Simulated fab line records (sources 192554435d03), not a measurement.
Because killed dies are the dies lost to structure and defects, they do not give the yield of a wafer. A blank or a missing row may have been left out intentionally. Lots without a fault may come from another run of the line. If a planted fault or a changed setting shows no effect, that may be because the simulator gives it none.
Which tool did it?    flow n5 finfet    route of 1938 steps, sampled at 1 step: 10 lots, 30 wafers

== WHAT THE GAUGES READ, wafer by wafer ==
N5_BEOL_M4_INSPECT_13: inspects for defects (brightfield).
lot   measured      on                 raw defect count
L954  day 7 15:48   defect inspect-01  520 428 351
L957  day 9 02:29   defect inspect-01  426 437 461
L961  day 9 13:32   defect inspect-02  420 463 396
L964  day 10 04:14  defect inspect-02  365 377 321
L965  day 10 19:02  defect inspect-01  531 522 748
L969  day 12 03:01  defect inspect-01  395 472 347
L970  day 12 04:34  defect inspect-01  496 523 440
L973  day 12 12:44  defect inspect-01  481 363 326
L975  day 13 19:38  defect inspect-02  351 364 326
L976  day 13 21:07  defect inspect-01  433 506 453

== EACH LOT AND THE TOOL THAT RAN IT (in order: tool; ch and the chambers of the sampled wafers; start) ==
Record: no process step prior to these readings.

== THE ANSWER, worked out from the rows above alone ==
Rule: the usual values come from the lots themselves. The widest of any qualifying gaps counts: lots, ordered by their means at a reading, are off when they make up no more than a third of the lots, leave a main group of 4 or more, and stand apart from it by 3 or more times the standard deviation of that group's means. Not used: any main group whose means are identical at the precision the tables above print for the reading. Also off: a lot with no number at a reading for which 4 or more lots have one. Where the step has rows for the other lots, those lots are counted as sound.
None of the lots is off at any reading shown; this tells nothing.

== WHAT THE SIMULATOR PUT IN ==
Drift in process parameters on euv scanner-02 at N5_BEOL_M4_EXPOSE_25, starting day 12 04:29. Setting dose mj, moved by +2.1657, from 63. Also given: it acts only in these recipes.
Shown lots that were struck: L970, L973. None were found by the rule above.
